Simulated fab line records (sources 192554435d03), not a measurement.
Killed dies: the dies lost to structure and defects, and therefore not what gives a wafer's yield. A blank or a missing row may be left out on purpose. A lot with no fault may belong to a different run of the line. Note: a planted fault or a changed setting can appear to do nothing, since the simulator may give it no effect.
Matching of chambers || flow n5Finfet || 3 sister chambers for N5_BEOL_M0_SAQP_ILD_DEP_01 on pecvd-03
The step deposits SiOC from DEMS/O2, target thk 45.419 nm, time 8.7 s. 22 wafers are shown with their chamber, then 11 later ones without.

== EACH WAFER AND ITS CHAMBER ==
{"wafer": "L074.1", "chamber": 0, "throttleValvePct (%)": 14.5, "heaterPowerW (W)": 474, "showerheadPlenumPTorr (Torr)": 5.688}
{"wafer": "L074.3", "chamber": 1, "throttleValvePct (%)": 12.7, "heaterPowerW (W)": 575, "showerheadPlenumPTorr (Torr)": 5.720}
{"wafer": "L074.5", "chamber": 1, "throttleValvePct (%)": 12.4, "heaterPowerW (W)": 562, "showerheadPlenumPTorr (Torr)": 5.715}
{"wafer": "L075.1", "chamber": 1, "throttleValvePct (%)": 12.4, "heaterPowerW (W)": 601, "showerheadPlenumPTorr (Torr)": 5.717}
{"wafer": "L075.4", "chamber": 2, "throttleValvePct (%)": 10.7, "heaterPowerW (W)": 605, "showerheadPlenumPTorr (Torr)": 5.708}
{"wafer": "L075.6", "chamber": 1, "throttleValvePct (%)": 12.6, "heaterPowerW (W)": 594, "showerheadPlenumPTorr (Torr)": 5.717}
{"wafer": "L080.1", "chamber": 1, "throttleValvePct (%)": 12.4, "heaterPowerW (W)": 511, "showerheadPlenumPTorr (Torr)": 5.713}
{"wafer": "L080.3", "chamber": 0, "throttleValvePct (%)": 14.6, "heaterPowerW (W)": 490, "showerheadPlenumPTorr (Torr)": 5.668}
{"wafer": "L080.4", "chamber": 0, "throttleValvePct (%)": 14.5, "heaterPowerW (W)": 480, "showerheadPlenumPTorr (Torr)": 5.666}
{"wafer": "L081.1", "chamber": 1, "throttleValvePct (%)": 13.0, "heaterPowerW (W)": 587, "showerheadPlenumPTorr (Torr)": 5.724}
{"wafer": "L081.4", "chamber": 0, "throttleValvePct (%)": 14.4, "heaterPowerW (W)": 500, "showerheadPlenumPTorr (Torr)": 5.683}
{"wafer": "L081.6", "chamber": 1, "throttleValvePct (%)": 12.8, "heaterPowerW (W)": 590, "showerheadPlenumPTorr (Torr)": 5.713}
{"wafer": "L083.1", "chamber": 0, "throttleValvePct (%)": 14.4, "heaterPowerW (W)": 536, "showerheadPlenumPTorr (Torr)": 5.667}
{"wafer": "L083.2", "chamber": 2, "throttleValvePct (%)": 10.9, "heaterPowerW (W)": 671, "showerheadPlenumPTorr (Torr)": 5.711}
{"wafer": "L083.3", "chamber": 1, "throttleValvePct (%)": 12.4, "heaterPowerW (W)": 584, "showerheadPlenumPTorr (Torr)": 5.726}
{"wafer": "L084.3", "chamber": 2, "throttleValvePct (%)": 10.6, "heaterPowerW (W)": 648, "showerheadPlenumPTorr (Torr)": 5.720}
{"wafer": "L084.4", "chamber": 2, "throttleValvePct (%)": 10.8, "heaterPowerW (W)": 653, "showerheadPlenumPTorr (Torr)": 5.724}
{"wafer": "L084.6", "chamber": 0, "throttleValvePct (%)": 14.3, "heaterPowerW (W)": 513, "showerheadPlenumPTorr (Torr)": 5.702}
{"wafer": "L085.3", "chamber": 0, "throttleValvePct (%)": 14.4, "heaterPowerW (W)": 494, "showerheadPlenumPTorr (Torr)": 5.689}
{"wafer": "L085.5", "chamber": 1, "throttleValvePct (%)": 12.7, "heaterPowerW (W)": 580, "showerheadPlenumPTorr (Torr)": 5.723}
{"wafer": "L085.6", "chamber": 2, "throttleValvePct (%)": 10.6, "heaterPowerW (W)": 664, "showerheadPlenumPTorr (Torr)": 5.703}
{"wafer": "L086.1", "chamber": 2, "throttleValvePct (%)": 11.1, "heaterPowerW (W)": 659, "showerheadPlenumPTorr (Torr)": 5.703}

SIGNATURES, as means of the wafers listed above
{"reading": "throttleValvePct", "chamber 0": 14.443, "chamber 1": 12.600, "chamber 2": 10.783, "scatter within a chamber": 0.181}
{"reading": "heaterPowerW", "chamber 0": 498.14, "chamber 1": 576.00, "chamber 2": 650.00, "scatter within a chamber": 24.3}
{"reading": "showerheadPlenumPTorr", "chamber 0": 5.68043, "chamber 1": 5.71867, "chamber 2": 5.71150, "scatter within a chamber": 0.00951}
Rule: for a wafer and a chamber, the distance is found by dividing, reading by reading, the gap between the wafer's reading and the chamber's mean by the reading's scatter, squaring, summing and taking the root. If the next closest chamber is less than 2 further off than the closest, the wafer can't be placed; otherwise it belongs to the closest. The scatter is the square root of a quotient: the sum, over the shown wafers, of each reading's squared deviation from its chamber's mean, divided by wafers minus chambers.

== WAFERS WITH NO CHAMBER GIVEN ==
{"wafer": "L086.4", "throttleValvePct (%)": 14.6, "heaterPowerW (W)": 606, "showerheadPlenumPTorr (Torr)": 5.686}
{"wafer": "L086.5", "throttleValvePct (%)": 12.7, "heaterPowerW (W)": 556, "showerheadPlenumPTorr (Torr)": 5.715}
{"wafer": "L089.2", "throttleValvePct (%)": 10.7, "heaterPowerW (W)": 656, "showerheadPlenumPTorr (Torr)": 5.724}
{"wafer": "L089.3", "throttleValvePct (%)": 12.6, "heaterPowerW (W)": 503, "showerheadPlenumPTorr (Torr)": 5.723}
{"wafer": "L089.5", "throttleValvePct (%)": 14.4, "heaterPowerW (W)": 582, "showerheadPlenumPTorr (Torr)": 5.688}
{"wafer": "L090.1", "throttleValvePct (%)": 14.5, "heaterPowerW (W)": 571, "showerheadPlenumPTorr (Torr)": 5.682}
{"wafer": "L090.3", "throttleValvePct (%)": 10.7, "heaterPowerW (W)": 650, "showerheadPlenumPTorr (Torr)": 5.721}
{"wafer": "L090.6", "throttleValvePct (%)": 11.0, "heaterPowerW (W)": 657, "showerheadPlenumPTorr (Torr)": 5.716}
{"wafer": "L093.1", "throttleValvePct (%)": 10.7, "heaterPowerW (W)": 631, "showerheadPlenumPTorr (Torr)": 5.704}
{"wafer": "L093.3", "throttleValvePct (%)": 12.8, "heaterPowerW (W)": 552, "showerheadPlenumPTorr (Torr)": 5.733}
{"wafer": "L093.5", "throttleValvePct (%)": 12.4, "heaterPowerW (W)": 576, "showerheadPlenumPTorr (Torr)": 5.719}

== EACH ONE'S CHAMBER ==
{"wafer": "L086.4", "from the rows above": 0, "in truth": 0}
{"wafer": "L086.5", "from the rows above": 1, "in truth": 1}
{"wafer": "L089.2", "from the rows above": 2, "in truth": 2}
{"wafer": "L089.3", "from the rows above": 1, "in truth": 1}
{"wafer": "L089.5", "from the rows above": 0, "in truth": 0}
{"wafer": "L090.1", "from the rows above": 0, "in truth": 0}
{"wafer": "L090.3", "from the rows above": 2, "in truth": 2}
{"wafer": "L090.6", "from the rows above": 2, "in truth": 2}
{"wafer": "L093.1", "from the rows above": 2, "in truth": 2}
{"wafer": "L093.3", "from the rows above": 1, "in truth": 1}
{"wafer": "L093.5", "from the rows above": 1, "in truth": 1}
11 of 11 placed correctly. Can't be placed from these rows: 0. Number placed wrongly: 0.
